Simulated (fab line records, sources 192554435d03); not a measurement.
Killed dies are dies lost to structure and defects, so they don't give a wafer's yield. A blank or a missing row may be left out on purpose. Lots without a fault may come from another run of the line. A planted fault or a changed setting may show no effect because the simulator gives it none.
Split-lot experiment | flow n5_finfet | 7 lots, 21 wafers read, on a route of 1938 steps

THE SPLIT
At N5_BEOL_M5_COAT_05 (resist thk 30 nm), the setting spin_rpm was moved away from the recipe's 1500 rpm on 8 of the 21 wafers read, by -11.1% to +7.5%. The other wafers ran this setting at the recipe's value.

FROM THE SPLIT TO THE READING: what the file shows between them, 4 steps
- N5_BEOL_M5_EBR_07
- N5_BEOL_M5_SOFTBAKE_06: time 60 s
- N5_BEOL_M5_EXPOSE_08: exposes mask M5, target cd 28 nm
- N5_BEOL_M5_PEB_09: peb time 60 s

THE READING
CAR-EUV_of_BEOL_M5_COAT_05.thk_nm (the simulator's own value, which no gauge read), in nm, at N5_BEOL_M5_DEVELOP_10 (develop time 30 s). The file gives no usual value for it. The 13 wafers here that ran the recipe average 29.6 nm, standard deviation 0.084 nm.

wafer  | tool, chamber at the split | spin_rpm as run, rpm | against the recipe | CAR-EUV_of_BEOL_M5_COAT_05.thk_nm, nm | against lot-mates on the recipe
L074.3 | litho_track-01, 0          | 1500                 | recipe             | 29.6                                  | -
L074.4 | litho_track-01, 0          | 1500                 | recipe             | 29.6                                  | -
L074.6 | litho_track-01, 0          | 1500                 | recipe             | 29.6                                  | -
L076.1 | litho_track-01, 0          | 1554                 | +3.6%              | 29.2                                  | -0.4
L076.4 | litho_track-01, 0          | 1554                 | +3.6%              | 29.2                                  | -0.4
L076.3 | litho_track-01, 0          | 1500                 | recipe             | 29.6                                  | -
L085.1 | litho_track-02, 0          | 1500                 | recipe             | 29.6                                  | -
L085.6 | litho_track-02, 0          | 1500                 | recipe             | 29.6                                  | -
L085.2 | litho_track-02, 0          | 1500                 | recipe             | 29.8                                  | -
L086.1 | litho_track-03, 0          | 1500                 | recipe             | 29.6                                  | -
L086.4 | litho_track-03, 0          | 1612                 | +7.5%              | 28.6                                  | -1.0
L086.6 | litho_track-03, 0          | 1612                 | +7.5%              | 28.6                                  | -1.0
L089.1 | litho_track-03, 0          | 1500                 | recipe             | 29.8                                  | -
L089.6 | litho_track-03, 0          | 1500                 | recipe             | 29.8                                  | -
L089.4 | litho_track-03, 0          | 1568                 | +4.5%              | 28.8                                  | -1.0
L090.1 | litho_track-02, 0          | 1398                 | -6.8%              | 30.8                                  | +1.2
L090.6 | litho_track-02, 0          | 1398                 | -6.8%              | 30.8                                  | +1.2
L090.3 | litho_track-02, 0          | 1500                 | recipe             | 29.6                                  | -
L093.4 | litho_track-01, 0          | 1334                 | -11.1%             | 31.6                                  | +2.0
L093.5 | litho_track-01, 0          | 1500                 | recipe             | 29.6                                  | -
L093.6 | litho_track-01, 0          | 1500                 | recipe             | 29.6                                  | -

THE FIT
A straight line over all 21 wafers: CAR-EUV_of_BEOL_M5_COAT_05.thk_nm changes by -0.161 nm for each +1% of spin_rpm; r = -0.99; the points scatter about the line by 0.1 nm.
The same after taking each lot's own level away (the mean of its wafers on the recipe; 21 wafers): -0.163 nm for each +1%; r = -0.99; scatter 0.12 nm.
On that fit, the largest move of spin_rpm shifts the reading by 1.8 nm.
The lots' own levels span 29.60 to 29.80 nm, that is 2.4 times the standard deviation above.
So the lot-to-lot level changes the slope little: the two slopes agree.
Check: with one of the wafers moved furthest among these (-11.1%) left out of the fit, the line predicts +1.76 nm for it against its lot-mates. It came out at +2 nm against them.

OTHER SPLITS ON THESE WAFERS
These wafers also went through other splits before the reading. Each is held against what the fit with the lots' levels taken away leaves over:
other split on the same wafers | wafers away from the commonest value | r with CAR-EUV_of_BEOL_M5_COAT_05.thk_nm (lot level and that fit taken away)
N5_BEOL_M2_ETCH_74 source_w    | 5                                    | +0.05
N5_BEOL_M3_ILD_DEP_00 time_s   | 5                                    | +0.02
N5_BEOL_M3_PECVD_72 time_s     | 6                                    | -0.44
N5_BEOL_M4_ILD_DEP_00 time_s   | 8                                    | -0.26

THE WHOLE CHAIN: every reading that the file lists as answering this split, in the file's order
step                  | what it does      | reading                                                                            | change (the file's fit)               | r (the file's)
N5_BEOL_M5_COAT_05    | resist thk 30 nm  | CAR-EUV_of_BEOL_M5_COAT_05.thk_nm (the simulator's own value, which no gauge read) | -0.152 nm for each +1% of the setting | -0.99
N5_BEOL_M5_DEVELOP_10 | develop time 30 s | CAR-EUV_of_BEOL_M5_COAT_05.thk_nm (the simulator's own value, which no gauge read) | -0.17 nm for each +1% of the setting  | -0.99

THE FILE'S OWN FIT
CAR-EUV_of_BEOL_M5_COAT_05.thk_nm changes by -0.17 nm for each +1% of spin_rpm, r = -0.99.
